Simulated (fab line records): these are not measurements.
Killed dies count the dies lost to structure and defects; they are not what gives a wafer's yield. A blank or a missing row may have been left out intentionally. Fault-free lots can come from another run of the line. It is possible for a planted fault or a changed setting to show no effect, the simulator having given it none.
Matching of chambers ; flow n5Finfet ; rieDiel-06 running N5_BEOL_M3_VIA_ETCH_34: 3 sister chambers
The step etches the open film in C4F6/O2, target depth 69.4 nm, time 65.9 s. 20 wafers are shown with their chamber, then 10 later ones without.

WAFERS PAIRED WITH THEIR CHAMBERS
wafer;chamber;throttleValvePct (%);drypumpMotorCurrentA (A);showerheadPlenumPTorr (Torr)
L078.2;3;31.19;5.4;2.72
L078.3;1;30.89;5.7;2.73
L078.6;1;30.89;5.7;2.73
L079.1;3;31.18;5.3;2.72
L079.4;1;30.91;5.7;2.73
L079.6;1;30.90;5.7;2.73
L080.2;0;30.54;4.9;2.78
L080.4;1;30.90;5.7;2.73
L080.5;3;31.20;5.3;2.72
L082.1;1;30.91;5.6;2.73
L082.3;3;31.20;5.4;2.72
L082.4;0;30.55;4.9;2.78
L087.1;3;31.21;5.4;2.71
L087.2;1;30.90;5.6;2.72
L087.5;3;31.23;5.4;2.71
L089.2;1;30.93;5.7;2.72
L089.3;0;30.56;4.9;2.77
L089.5;0;30.56;4.9;2.77
L076.3;0;30.56;4.9;2.77
L076.4;3;31.21;5.4;2.71

SIGNATURES, as means of the wafers listed above
reading;chamber 0;chamber 1;chamber 3;scatter within a chamber
throttleValvePct;30.5540;30.9037;31.2029;0.0134
drypumpMotorCurrentA;4.900;5.675;5.371;0.0415
showerheadPlenumPTorr;2.7740;2.7275;2.7157;0.0051
Rule: distance of a wafer from a chamber = root of the sum over the readings of ((wafer's reading minus chamber's mean) / reading's scatter) squared. The wafer belongs to the nearest chamber; if the next one is less than 2 further off, it can't be placed. The scatter: take each reading less its chamber's mean, square it, sum over the shown wafers, divide by the number of wafers less the number of chambers, and take the root.

WAFERS MISSING THEIR CHAMBER
wafer;throttleValvePct (%);drypumpMotorCurrentA (A);showerheadPlenumPTorr (Torr)
L076.6;30.91;5.7;2.72
L091.2;30.93;5.7;2.72
L091.5;30.57;4.9;2.77
L091.6;31.22;5.4;2.71
L095.2;30.93;5.7;2.72
L095.5;31.21;5.4;2.71
L095.6;30.57;4.9;2.77
L097.1;30.95;5.7;2.72
L097.5;30.93;5.6;2.72
L097.6;30.58;4.9;2.77

WHICH CHAMBER EACH WENT THROUGH
wafer;from the rows above;in truth
L076.6;1;1
L091.2;1;1
L091.5;0;0
L091.6;3;3
L095.2;1;1
L095.5;3;3
L095.6;0;0
L097.1;1;1
L097.5;1;1
L097.6;0;0
10 of 10 placed correctly. Not placeable from these rows: 0. Wrongly placed: 0.
